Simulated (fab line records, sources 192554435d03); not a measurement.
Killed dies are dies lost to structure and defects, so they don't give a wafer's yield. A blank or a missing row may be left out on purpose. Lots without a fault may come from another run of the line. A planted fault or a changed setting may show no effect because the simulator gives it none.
fab line records | flow n5_finfet
record lots=24 wafers=72 last_day=18
route steps=1938 shown BEOL_M7@1305 BEOL_M8@1355
lots that met no fault: from a run of the same line without faults
start_h: hours from the record's first day to the start of the lot's first wafer shown | wait_h: hours since the lot's step before | " the same as in the row above | L1.1+2: a row that stands for several wafers | - no value, or no start given | * or withheld: withheld | < > ~ a bound
route shown NAME@n: a module of which the file shows steps, and the number in the route of the first | usual: mean/standard deviation of fault-free wafers | same: alike in all rows | chamber/n: place in a boat | sites: the reading at each site | _std_site: their standard deviation | _edge_site: outer sites' mean less inner sites' | radius_mm: how far each site lies from the wafer's centre | mask NAME#n: copy n | behind: the tool/chamber that last shaped the wafer | hold: why the lot was held/for how many hours/how that ended | device: the transistor (n, p or np) that didn't switch | end of line: the same wafers' tests at the end of the route | a step without rows: its recipe alone | killed: dies lost to structure and defects at the first sort, not the wafer's yield | map: a wafer's dies, x killed, . not, _ none there
set.NAME: the setting as run; set.NAME@STEP: as run at that earlier step | model.NAME: the simulator's own value behind a step, which no gauge read
steps of the route over a sample of lots; a table a step, a row a wafer
services: from which hour (start_h, from the record's first day; less than 0 if before it) a tool's chamber was out of use, for how many hours, and why
## steps
# step N5_BEOL_M7_VIA_ETCH_34
# recipe chemistry=C4F6/O2 target=SiCOH_lowk target_depth_a=1255 mask_material=SOC taper_deg=4 time_s=50.5 ion_energy_ev=250 pressure_mtorr=30 source_w=345 bias_w=185 Ar_flow_sccm=300 C4F6_flow_sccm=10 O2_flow_sccm=10
# usual drypump_motor_current_A=5.9/0.32 oes_product_au=0.81/0.1 rf_vpp_V=668/6.2 showerhead_plenum_p_Torr=2.85/0.065 throttle_valve_pct=20.89/0.25
# columns lot.wafer tool chamber start_h wait_h drypump_motor_current_A oes_product_au rf_hours_counter_h rf_vpp_V showerhead_plenum_p_Torr throttle_valve_pct
L074.2 rie_diel-05 0 194.36 0.0 6.1 0.88 46 662 2.90 21.00
L074.3 " 2 " " 5.5 0.82 66 675 2.88 20.76
L074.4 " 3 " " 6.0 0.70 224 668 2.93 20.89
L075.1 rie_diel-01 2 196.60 0.0 5.5 0.68 217 678 2.92 21.13
L075.2 " 1 " " 5.9 0.67 236 660 2.81 20.91
L075.3 " 3 " " 5.8 0.79 118 667 2.74 21.10
L076.1 rie_diel-01 2 200.34 0.0 5.5 0.68 219 678 2.92 21.14
L076.2 " 3 " " 5.8 0.80 119 668 2.74 21.10
L076.5 " 2 " " 5.5 0.67 - 677 2.92 21.16
L077.3 rie_diel-02 1 207.67 0.0 6.4 0.74 184 667 2.83 21.15
L077.4 " 0 " " 5.4 0.80 89 659 2.88 20.87
L077.6 " 0 " " 5.4 0.80 - 658 2.88 20.88
L078.4 rie_diel-05 2 214.61 0.0 5.5 0.80 - 673 2.88 20.78
L078.5 " 3 " " 6.0 0.69 - 670 2.93 20.91
L078.6 " 0 " " 6.1 0.86 - 660 2.89 21.03
L080.1 rie_diel-02 2 225.40 0.0 6.3 0.94 21 666 2.91 20.96
L080.3 " 0 " " 5.4 0.79 95 658 2.87 20.86
L080.4 " 1 " " 6.4 0.73 189 666 2.83 21.17
L079.2 rie_diel-01 0 229.45 0.0 6.4 0.96 4 672 2.91 20.40
L079.3 " 2 " " 5.5 0.67 230 678 2.91 21.17
L079.6 " 0 " " 6.3 0.96 - 673 2.91 20.41
L081.1 rie_diel-01 2 237.18 0.0 5.5 0.67 233 680 2.91 21.17
L081.2 " 0 " " 6.3 0.95 7 673 2.91 20.41
L081.6 " 0 " " 6.3 0.95 - 671 2.91 20.43
L082.2 rie_diel-01 3 240.41 0.0 5.8 0.77 134 668 2.74 21.13
L082.4 " 0 " " 6.3 0.96 - 670 2.91 20.40
L082.5 " 2 " " 5.5 0.67 - 677 2.91 21.18
L084.1 rie_diel-01 2 248.55 0.0 5.5 0.66 237 678 2.91 21.17
L084.5 " 3 " " 5.8 0.78 - 667 2.74 21.14
L084.6 " 0 " " 6.3 0.95 - 671 2.91 20.44
L083.3 rie_diel-02 3 253.69 0.0 5.7 0.73 168 666 2.84 20.67
L083.4 " 0 " " 5.4 0.78 103 658 2.87 20.91
L083.5 " 2 " " 6.3 0.92 - 666 2.90 20.97
L085.2 rie_diel-01 2 257.02 0.0 5.5 0.67 240 677 2.91 21.19
L085.4 " 3 " " 5.8 0.77 140 667 2.73 21.13
L085.5 " 2 " " 5.5 0.66 - 677 2.91 21.18
L086.2 rie_diel-01 1 266.50 0.0 5.9 0.97 4 660 2.80 20.62
L086.3 " 3 " " 5.8 0.77 143 669 2.73 21.13
L086.6 " 3 " " 5.8 0.76 - 669 2.73 21.15
L087.2 rie_diel-05 1 282.06 0.0 5.9 0.83 65 666 2.89 20.59
L087.3 " 0 " " 6.1 0.84 72 662 2.88 21.07
L087.5 " 2 " " 5.5 0.78 - 674 2.87 20.82
L088.1 rie_diel-02 2 282.46 0.0 6.3 0.89 39 665 2.90 20.98
L088.4 " 1 " " 6.4 0.71 206 666 2.82 21.17
L088.5 " 1 " " 6.4 0.71 - 667 2.82 21.16
L090.2 rie_diel-02 3 284.28 0.0 5.6 0.72 178 667 2.84 20.71
L090.3 " 0 " " 5.4 0.78 112 660 2.87 20.89
L090.5 " 2 " " 6.3 0.90 - 665 2.90 20.99
L092.1 rie_diel-01 0 287.84 0.0 6.3 0.92 23 671 2.90 20.45
L092.2 " 3 " " 5.8 0.76 149 668 2.73 21.15
L092.3 " 1 " " 5.9 0.95 11 657 2.80 20.63
L089.2 rie_diel-05 1 288.47 0.0 5.9 0.84 68 664 2.88 20.58
L089.3 " 0 " " 6.1 0.84 75 661 2.88 21.07
L089.6 " 1 " " 5.8 0.84 - 663 2.88 20.61
L091.1 rie_diel-01 1 290.35 0.0 5.9 0.93 11 660 2.80 20.63
L091.4 " 2 " " 5.5 0.66 250 678 2.91 21.19
L091.5 " 3 " " 5.8 0.77 - 667 2.73 21.15
L094.1 rie_diel-05 2 312.36 0.0 5.5 0.79 103 675 2.86 20.84
L094.4 " 1 " " 5.9 0.83 77 665 2.88 20.60
L094.5 " 3 " " 6.0 0.94 - 669 2.92 20.59
L093.3 rie_diel-01 3 313.10 0.0 5.8 0.75 158 667 2.73 21.16
L093.5 " 3 " " 5.8 0.75 - 666 2.73 21.15
L093.6 " 2 " " 5.5 0.99 - 678 2.90 20.81
L096.1 rie_diel-01 2 334.91 0.0 5.5 0.98 7 678 2.90 20.80
L096.2 " 1 " " 6.0 0.91 26 659 2.79 20.65
L096.4 " 3 " " 5.8 0.75 163 668 2.72 21.17
L095.2 rie_diel-01 1 340.88 0.0 5.9 0.90 27 660 2.79 20.65
L095.4 " 2 " " 5.5 0.97 9 678 2.90 20.83
L095.6 " 0 " " 6.3 0.90 - 670 2.89 20.47
L097.2 rie_diel-01 3 345.06 0.0 5.8 0.75 166 668 2.72 21.18
L097.4 " 0 " " 6.4 0.89 38 671 2.89 20.47
L097.5 " 1 " " 5.9 0.90 - 657 2.79 20.66
# step N5_BEOL_M7_INSPECT_58
# recipe inspect_instrument=darkfield mode=post_dep
# usual raw_defect_count=75/23
# columns lot.wafer tool chamber start_h wait_h raw_defect_count
L074.2 defect_inspect-01 - 196.88 0.0 53
L074.3 " - " " 58
L074.4 " - " " 72
L075.1 defect_inspect-02 - 199.31 0.0 48
L075.2 " - " " 82
L075.3 " - " " 56
L076.1 defect_inspect-02 - 203.87 0.0 54
L076.2 " - " " 45
L076.5 " - " " 74
L077.3 defect_inspect-01 - 210.41 0.0 72
L077.4 " - " " 74
L077.6 " - " " 48
L078.4 defect_inspect-01 - 219.14 0.0 33
L078.5 " - " " 65
L078.6 " - " " 55
L080.1 defect_inspect-02 - 229.53 0.0 105
L080.3 " - " " 58
L080.4 " - " " 73
L079.2 defect_inspect-02 - 233.90 0.0 73
L079.3 " - " " 56
L079.6 " - " " 89
L081.1 defect_inspect-01 - 240.01 0.0 73
L081.2 " - " " 66
L081.6 " - " " 53
L082.2 defect_inspect-02 - 244.99 0.0 96
L082.4 " - " " 66
L082.5 " - " " 120
L084.1 defect_inspect-02 - 251.05 0.0 69
L084.5 " - " " 71
L084.6 " - " " 65
L083.3 defect_inspect-02 - 256.39 0.0 109
L083.4 " - " " 83
L083.5 " - " " 66
L085.2 defect_inspect-01 - 259.77 0.0 50
L085.4 " - " " 91
L085.5 " - " " 70
L086.2 defect_inspect-02 - 270.66 0.0 131
L086.3 " - " " 133
L086.6 " - " " 100
L087.2 defect_inspect-01 - 285.08 0.0 77
L087.3 " - " " 33
L087.5 " - " " 107
L088.1 defect_inspect-02 - 285.99 0.0 138
L088.4 " - " " 122
L088.5 " - " " 69
L090.2 defect_inspect-01 - 287.09 0.0 28
L090.3 " - " " 51
L090.5 " - " " 62
L092.1 defect_inspect-02 - 291.59 0.0 89
L092.2 " - " " 53
L092.3 " - " " 61
L089.2 defect_inspect-02 - 292.52 0.0 67
L089.3 " - " " 75
L089.6 " - " " 64
L091.1 defect_inspect-01 - 293.19 0.0 53
L091.4 " - " " 71
L091.5 " - " " 105
L094.1 defect_inspect-02 - 315.26 0.0 118
L094.4 " - " " 140
L094.5 " - " " 76
L093.3 defect_inspect-02 - 317.47 0.0 41
L093.5 " - " " 84
L093.6 " - " " 65
L096.1 defect_inspect-02 - 338.45 0.0 65
L096.2 " - " " 82
L096.4 " - " " 93
L095.2 defect_inspect-02 - 343.75 0.0 69
L095.4 " - " " 71
L095.6 " - " " 86
L097.2 defect_inspect-02 - 349.95 0.0 54
L097.4 " - " " 54
L097.5 " - " " 70
# step N5_BEOL_M8_CD_MEAS_18
# recipe pitch_nm=80 target_cd_nm=40
# usual cd_nm=40.0/0.47
# columns lot.wafer tool chamber start_h wait_h cd_nm
L074.2 cd_sem-03 - 199.18 0.1 40.1
L074.3 " - " " 40.3
L074.4 " - " " 40.0
L075.1 cd_sem-03 - 202.34 0.0 39.3
L075.2 " - " " 39.4
L075.3 " - " " 39.6
L076.1 cd_sem-03 - 207.64 0.0 40.4
L076.2 " - " " 40.0
L076.5 " - " " 40.2
L077.3 cd_sem-01 - 213.96 0.1 40.6
L077.4 " - " " 40.6
L077.6 " - " " 39.8
L078.4 cd_sem-02 - 222.74 0.1 40.6
L078.5 " - " " 40.0
L078.6 " - " " 40.8
L080.1 cd_sem-02 - 233.34 0.0 39.3
L080.3 " - " " 39.8
L080.4 " - " " 39.5
L079.2 cd_sem-02 - 236.52 0.1 40.1
L079.3 " - " " 39.7
L079.6 " - " " 39.2
L081.1 cd_sem-01 - 242.49 0.0 40.1
L081.2 " - " " 39.8
L081.6 " - " " 40.3
L082.2 cd_sem-03 - 247.05 0.1 40.7
L082.4 " - " " 40.2
L082.5 " - " " 40.3
L084.1 cd_sem-02 - 255.26 0.0 40.7
L084.5 " - " " 40.0
L084.6 " - " " 40.4
L083.3 cd_sem-03 - 258.66 0.1 40.4
L083.4 " - " " 39.8
L083.5 " - " " 39.7
L085.2 cd_sem-03 - 262.82 0.1 39.3
L085.4 " - " " 39.5
L085.5 " - " " 38.8
L086.2 cd_sem-01 - 272.75 0.1 40.1
L086.3 " - " " 40.0
L086.6 " - " " 40.2
L087.2 cd_sem-01 - 287.08 0.1 40.5
L087.3 " - " " 40.6
L087.5 " - " " 39.8
L088.1 cd_sem-03 - 289.18 0.0 39.6
L088.4 " - " " 39.6
L088.5 " - " " 40.0
L090.2 cd_sem-03 - 289.34 0.1 40.1
L090.3 " - " " 40.4
L090.5 " - " " 40.0
L092.1 cd_sem-01 - 296.73 0.0 39.5
L092.2 " - " " 40.0
L092.3 " - " " 40.0
L089.2 cd_sem-02 - 297.03 0.1 39.9
L089.3 " - " " 39.9
L089.6 " - " " 40.1
L091.1 cd_sem-01 - 297.18 0.0 39.4
L091.4 " - " " 39.2
L091.5 " - " " 39.7
L094.1 cd_sem-01 - 322.22 0.0 40.2
L094.4 " - " " 39.4
L094.5 " - " " 40.0
L093.3 cd_sem-02 - 323.00 0.1 39.1
L093.5 " - " " 39.7
L093.6 " - " " 38.8
L096.1 cd_sem-03 - 343.20 0.0 40.3
L096.2 " - " " 39.4
L096.4 " - " " 40.1
L095.2 cd_sem-02 - 347.22 0.1 40.7
L095.4 " - " " 40.2
L095.6 " - " " 39.9
L097.2 cd_sem-03 - 352.08 0.1 40.2
L097.4 " - " " 40.8
L097.5 " - " " 40.2
# step N5_BEOL_M8_ETCH_65
# recipe chemistry=CF4 target=SiARC target_depth_a=156 mask_material=CAR-EUV time_s=26 ion_energy_ev=80 pressure_mtorr=40 source_w=545 bias_w=36 Ar_flow_sccm=100 cf4_flow_sccm=100 ends=cleared
# usual cf4_flow_sccm=100.0/0.31 drypump_motor_current_A=5.5/0.39 etch_rf_on_time_s=26.0/0.39 oes_product_au=0.70/0.065 rf_vpp_V=183.9/1.2 showerhead_plenum_p_Torr=2.15/0.069 throttle_valve_pct=15.61/0.28
# columns lot.wafer tool chamber start_h wait_h cf4_flow_sccm drypump_motor_current_A etch_rf_on_time_s oes_product_au rf_hours_counter_h rf_vpp_V showerhead_plenum_p_Torr throttle_valve_pct
L074.2 rie_diel-03 1 200.17 0.0 100.1 5.5 27.2 0.58 247 182.9 2.11 15.73
L074.3 " 0 " " 100.1 5.0 26.2 0.74 49 183.0 2.09 15.59
L074.4 " 3 " " 99.9 5.7 25.9 0.82 7 184.8 2.19 15.70
L075.1 rie_diel-06 1 204.77 0.0 100.2 5.3 25.4 0.65 142 182.5 2.06 15.91
L075.2 " 2 " " 100.4 5.0 25.9 0.69 98 182.9 2.08 15.79
L075.3 " 3 " " 100.4 6.5 25.9 0.60 216 183.3 2.20 15.79
L076.1 rie_diel-03 1 208.28 0.0 100.2 5.6 26.9 0.58 249 183.8 2.11 15.74
L076.2 " 0 " " 99.9 5.0 25.8 0.74 51 183.2 2.09 15.61
L076.5 " 1 " " 100.3 5.6 26.9 0.58 - 183.9 2.11 15.75
L077.3 rie_diel-04 2 215.09 0.0 100.1 5.7 25.8 0.72 59 184.2 2.17 15.13
L077.4 " 1 " " 100.2 5.8 25.6 0.79 15 184.1 2.19 15.40
L077.6 " 1 " " 100.5 5.7 25.6 0.79 - 184.4 2.19 15.38
L078.4 rie_diel-04 2 224.49 0.0 99.9 5.7 25.7 0.72 63 184.2 2.17 15.14
L078.5 " 0 " " 100.3 5.4 25.5 0.69 - 183.6 2.24 15.81
L078.6 " 1 " " 100.3 5.8 25.7 0.79 - 184.7 2.19 15.40
L080.1 rie_diel-06 2 235.29 0.0 100.3 5.0 26.1 0.67 109 183.1 2.08 15.81
L080.3 " 0 " " 100.1 5.5 26.3 0.61 214 184.3 2.13 15.60
L080.4 " 0 " " 99.9 5.5 26.4 0.61 - 183.7 2.13 15.58
L079.2 rie_diel-06 1 237.01 0.0 99.9 5.3 25.6 0.63 154 182.5 2.05 15.92
L079.3 " 0 " " 100.5 5.5 26.8 0.61 215 182.2 2.13 15.58
L079.6 " 1 " " 99.8 5.3 25.9 0.63 - 183.4 2.05 15.93
L082.2 rie_diel-04 2 247.81 0.0 99.5 5.7 26.0 0.70 71 184.1 2.17 15.15
L082.4 " 1 " " 100.1 5.8 25.7 0.76 28 184.5 2.19 15.41
L082.5 " 1 " " 100.5 5.7 25.9 0.77 - 184.0 2.19 15.41
L081.1 rie_diel-04 2 248.87 0.0 99.6 5.7 25.8 0.71 72 184.2 2.17 15.15
L081.2 " 0 " " 99.7 5.4 25.6 0.68 89 185.4 2.24 15.83
L081.6 " 0 " " 99.8 5.4 26.0 0.67 - 185.0 2.24 15.80
L084.1 rie_diel-03 2 256.57 0.0 99.9 5.7 26.0 0.72 59 184.3 2.27 15.29
L084.5 " 3 " " 100.3 5.7 25.5 0.78 - 184.3 2.19 15.75
L084.6 " 0 " " 100.1 5.0 25.8 0.71 - 183.2 2.09 15.66
L083.3 rie_diel-03 3 260.82 0.0 99.5 5.7 26.1 0.78 29 184.9 2.19 15.76
L083.4 " 1 " " 99.5 5.5 26.5 0.78 11 182.6 2.11 15.28
L083.5 " 3 " " 100.1 5.7 26.3 0.78 - 184.3 2.19 15.75
L085.2 rie_diel-03 3 266.36 0.0 100.1 5.7 26.1 0.77 31 185.7 2.19 15.76
L085.4 " 2 " " 99.7 5.7 26.4 0.72 62 185.5 2.27 15.30
L085.5 " 0 " " 99.4 5.1 26.1 0.71 - 183.1 2.09 15.66
L086.2 rie_diel-04 0 275.46 0.0 99.7 5.4 25.8 0.67 97 185.6 2.24 15.83
L086.3 " 2 " " 100.4 5.7 26.1 0.69 81 183.0 2.16 15.17
L086.6 " 1 " " 99.7 5.8 25.6 0.76 - 184.0 2.18 15.43
L087.2 rie_diel-04 1 288.10 0.0 100.0 5.7 25.9 0.74 41 185.1 2.18 15.44
L087.3 " 0 " " 99.9 5.4 25.9 0.66 102 185.4 2.24 15.85
L087.5 " 3 " " 100.3 5.5 25.5 0.72 - 182.7 2.17 15.19
L088.1 rie_diel-06 1 290.35 0.0 99.6 5.3 25.6 0.62 175 183.3 2.05 15.98
L088.4 " 1 " " 99.8 5.3 25.9 0.62 - 182.2 2.05 15.97
L088.5 " 2 " " 99.4 5.0 26.1 0.66 - 182.5 2.07 15.86
L090.2 rie_diel-04 0 290.52 0.0 100.2 5.4 25.6 0.67 103 184.2 2.24 15.86
L090.3 " 2 " " 100.4 5.7 26.0 0.69 86 185.0 2.16 15.17
L090.5 " 1 " " 100.2 5.7 25.8 0.75 - 184.9 2.18 15.43
L089.2 rie_diel-06 1 298.89 0.0 100.1 5.3 25.6 0.62 179 180.5 2.05 15.98
L089.3 " 2 " " 100.4 5.0 26.0 0.65 133 183.5 2.07 15.87
L089.6 " 1 " " 100.0 5.3 25.9 0.61 - 182.4 2.05 15.99
L092.1 rie_diel-03 1 299.36 0.0 100.2 5.6 26.7 0.75 26 183.8 2.10 15.30
L092.2 " 0 " " 99.8 5.1 26.5 0.69 88 182.4 2.08 15.68
L092.3 " 2 " " 100.2 5.7 27.0 0.69 68 184.5 2.26 15.31
L091.1 rie_diel-06 3 299.48 0.0 100.6 6.5 26.4 0.58 248 185.2 2.19 15.87
L091.4 " 1 " " 99.1 5.3 25.7 0.62 - 181.9 2.04 15.97
L091.5 " 2 " " 99.9 5.0 26.3 0.66 - 183.7 2.07 15.86
L094.1 rie_diel-04 1 323.78 0.0 100.0 5.7 25.3 0.74 54 183.8 2.18 15.46
L094.4 " 3 " " 99.9 5.5 25.6 0.71 84 185.1 2.16 15.22
L094.5 " 1 " " 100.3 5.7 25.4 0.74 - 184.5 2.18 15.46
L093.3 rie_diel-03 3 323.95 0.0 100.0 5.7 25.8 0.75 51 184.3 2.18 15.81
L093.5 " 2 " " 99.5 5.7 26.4 0.70 - 184.6 2.26 15.34
L093.6 " 3 " " 100.3 5.6 25.9 0.75 - 183.6 2.18 15.82
L096.1 rie_diel-06 1 344.93 0.0 99.8 5.3 26.0 0.60 198 182.2 2.04 16.01
L096.2 " 3 " " 99.8 6.5 25.6 0.81 6 184.2 2.19 15.39
L096.4 " 2 " " 100.7 5.0 26.1 0.65 - 183.9 2.07 15.91
L095.2 rie_diel-06 3 349.15 0.0 100.1 6.5 25.3 0.81 8 184.3 2.19 15.41
L095.4 " 2 " " 100.1 5.0 26.2 0.64 - 182.0 2.07 15.89
L095.6 " 3 " " 100.4 6.5 25.3 0.82 - 184.7 2.19 15.39
L097.2 rie_diel-06 1 352.74 0.0 99.6 5.3 25.8 0.60 201 184.1 2.04 16.02
L097.4 " 1 " " 99.3 5.3 26.2 0.60 - 182.9 2.04 16.01
L097.5 " 2 " " 100.4 5.0 26.2 0.65 - 182.0 2.07 15.92
# step N5_BEOL_M8_CURE_75
# recipe temp_c=370 time_s=120 ambient=DMADMS/He material=SiCOH_lowk
# usual lamp_power_pct=52.31/0.057 wafer_temp_C_max=372.0/0.56
# columns lot.wafer tool chamber start_h wait_h lamp_power_pct wafer_temp_C_max
L074.2 uv_cure-03 1 200.79 0.1 52.34 372.3
L074.3 " 1 " " 52.35 373.1
L074.4 " 1 " " 52.36 372.2
L075.1 uv_cure-01 1 205.59 0.3 52.27 371.5
L075.2 " 1 " " 52.25 372.2
L075.3 " 1 " " 52.39 372.1
L076.1 uv_cure-01 2 208.85 0.0 52.23 372.9
L076.2 " 2 " " 52.21 372.2
L076.5 " 2 " " 52.31 372.6
L077.3 uv_cure-02 1 215.76 0.1 52.26 372.2
L077.4 " 1 " " 52.33 372.2
L077.6 " 1 " " 52.34 372.4
L078.4 uv_cure-02 1 225.94 0.9 52.41 372.5
L078.5 " 1 " " 52.27 372.7
L078.6 " 1 " " 52.35 372.9
L080.1 uv_cure-02 1 236.10 0.3 52.20 372.2
L080.3 " 1 " " 52.29 373.3
L080.4 " 1 " " 52.36 372.6
L079.2 uv_cure-02 2 237.71 0.2 52.27 371.3
L079.3 " 2 " " 52.23 372.0
L079.6 " 2 " " 52.32 371.6
L082.2 uv_cure-02 2 248.43 0.1 52.42 371.2
L082.4 " 2 " " 52.39 371.8
L082.5 " 2 " " 52.30 371.3
L081.1 uv_cure-02 0 249.44 0.0 52.30 372.1
L081.2 " 0 " " 52.26 371.6
L081.6 " 0 " " 52.24 371.9
L084.1 uv_cure-02 1 257.36 0.2 52.31 371.9
L084.5 " 1 " " 52.33 371.9
L084.6 " 1 " " 52.30 372.1
L083.3 uv_cure-01 1 261.67 0.3 52.34 372.1
L083.4 " 1 " " 52.31 371.7
L083.5 " 1 " " 52.26 371.2
L085.2 uv_cure-02 1 266.99 0.1 52.25 372.0
L085.4 " 1 " " 52.31 372.7
L085.5 " 1 " " 52.27 372.5
L086.2 uv_cure-01 1 276.08 0.1 52.27 371.8
L086.3 " 1 " " 52.33 372.0
L086.6 " 1 " " 52.36 371.0
L087.2 uv_cure-01 1 288.72 0.1 52.26 371.7
L087.3 " 1 " " 52.24 372.1
L087.5 " 1 " " 52.30 371.6
L088.1 uv_cure-03 0 290.92 0.0 52.37 371.7
L088.4 " 0 " " 52.28 372.1
L088.5 " 0 " " 52.24 371.7
L090.2 uv_cure-02 2 291.15 0.1 52.25 371.1
L090.3 " 2 " " 52.25 371.2
L090.5 " 2 " " 52.37 371.7
L089.2 uv_cure-01 2 299.56 0.1 52.31 372.6
L089.3 " 2 " " 52.34 372.2
L089.6 " 2 " " 52.23 372.9
L092.1 uv_cure-01 1 300.06 0.2 52.29 372.0
L092.2 " 1 " " 52.26 372.1
L092.3 " 1 " " 52.27 371.2
L091.1 uv_cure-03 1 300.20 0.2 52.26 372.1
L091.4 " 1 " " 52.42 372.7
L091.5 " 1 " " 52.15 372.6
L094.1 uv_cure-03 2 324.35 0.0 52.43 371.1
L094.4 " 2 " " 52.34 371.5
L094.5 " 2 " " 52.34 371.7
L093.3 uv_cure-03 0 324.75 0.3 52.33 371.0
L093.5 " 0 " " 52.36 371.2
L093.6 " 0 " " 52.22 371.2
L096.1 uv_cure-02 1 345.87 0.4 52.37 372.7
L096.2 " 1 " " 52.27 371.8
L096.4 " 1 " " 52.28 372.2
L095.2 uv_cure-01 2 349.83 0.1 52.29 371.9
L095.4 " 2 " " 52.26 372.4
L095.6 " 2 " " 52.34 372.3
L097.2 uv_cure-01 1 353.41 0.1 52.29 371.7
L097.4 " 1 " " 52.36 371.2
L097.5 " 1 " " 52.32 372.2
# step N5_BEOL_M8_DEGAS_44
# recipe ambient=vacuum temp_c=250 time_s=60
# usual heater_power_w=335/36
# columns lot.wafer tool chamber start_h wait_h heater_power_w
L074.2 pvd_sputter-01 - 201.69 0.8 318
L074.3 " - " " 344
L074.4 " - " " 277
L075.1 pvd_sputter-02 - 205.92 0.3 352
L075.2 " - " " 411
L075.3 " - " " 400
L076.1 pvd_sputter-03 - 210.11 1.2 323
L076.2 " - " " 279
L076.5 " - " " 328
L077.3 pvd_sputter-01 - 217.61 1.8 278
L077.4 " - " " 328
L077.6 " - " " 343
L078.4 pvd_sputter-01 - 227.73 1.7 340
L078.5 " - " " 351
L078.6 " - " " 344
L080.1 pvd_sputter-03 - 236.78 0.6 309
L080.3 " - " " 281
L080.4 " - " " 318
L079.2 pvd_sputter-02 - 238.22 0.5 415
L079.3 " - " " 392
L079.6 " - " " 312
L082.2 pvd_sputter-03 - 249.23 0.7 342
L082.4 " - " " 279
L082.5 " - " " 321
L081.1 pvd_sputter-03 - 249.85 0.4 339
L081.2 " - " " 316
L081.6 " - " " 329
L084.1 pvd_sputter-02 - 257.70 0.3 320
L084.5 " - " " 388
L084.6 " - " " 407
L083.3 pvd_sputter-02 - 261.92 0.2 397
L083.4 " - " " 399
L083.5 " - " " 386
L085.2 pvd_sputter-01 - 267.77 0.7 333
L085.4 " - " " 339
L085.5 " - " " 350
L086.2 pvd_sputter-02 - 276.47 0.3 352
L086.3 " - " " 323
L086.6 " - " " 392
L087.2 pvd_sputter-01 - 290.80 2.0 275
L087.3 " - " " 321
L087.5 " - " " 317
L088.1 pvd_sputter-01 - 291.40 0.4 351
L088.4 " - " " 277
L088.5 " - " " 348
L090.2 pvd_sputter-01 - 291.48 0.3 349
L090.3 " - " " 324
L090.5 " - " " 347
L089.2 pvd_sputter-03 - 300.13 0.5 306
L089.3 " - " " 348
L089.6 " - " " 340
L092.1 pvd_sputter-01 - 301.50 1.3 345
L092.2 " - " " 347
L092.3 " - " " 287
L091.1 pvd_sputter-01 - 301.74 1.5 271
L091.4 " - " " 323
L091.5 " - " " 320
L094.1 pvd_sputter-02 - 324.67 0.3 321
L094.4 " - " " 347
L094.5 " - " " 398
L093.3 pvd_sputter-02 - 324.97 0.2 317
L093.5 " - " " 397
L093.6 " - " " 316
L096.1 pvd_sputter-01 - 346.52 0.6 323
L096.2 " - " " 347
L096.4 " - " " 276
L095.2 pvd_sputter-03 - 350.42 0.5 312
L095.4 " - " " 283
L095.6 " - " " 345
L097.2 pvd_sputter-03 - 354.06 0.5 318
L097.4 " - " " 274
L097.5 " - " " 273
## services
# columns tool chamber start_h hours kind
uv_cure-01 - 177.16 1.0 pm
rie_diel-02 3 191.01 10.1 repair
rie_diel-01 0 196.11 - clean
rie_diel-01 0 196.11 - consumable_replace:focus_ring
rie_diel-01 0 196.11 21.7 scheduled_down
rie_diel-01 0 196.11 21.7 vent_cycle
uv_cure-02 - 198.43 7.5 pm
uv_cure-03 - 205.77 1.0 pm
rie_diel-05 1 210.89 6.7 repair
rie_diel-06 3 226.21 11.0 repair
uv_cure-02 - 229.35 2.1 pm
uv_cure-01 - 233.67 7.5 pm
uv_cure-03 - 241.28 22.2 pm
rie_diel-02 - 275.29 0.6 repair
rie_diel-03 2 276.78 12.1 repair
rie_diel-02 - 303.01 0.5 repair
rie_diel-01 0 311.36 5.4 repair
rie_diel-03 1 329.69 7.5 repair
rie_diel-03 3 332.74 11.1 repair
pvd_sputter-02 - 335.43 2.0 repair
rie_diel-01 - 338.55 0.3 repair
rie_diel-06 0 338.64 15.8 repair
rie_diel-03 - 344.70 2.8 pm
uv_cure-02 - 344.87 1.0 pm
## key
fault none
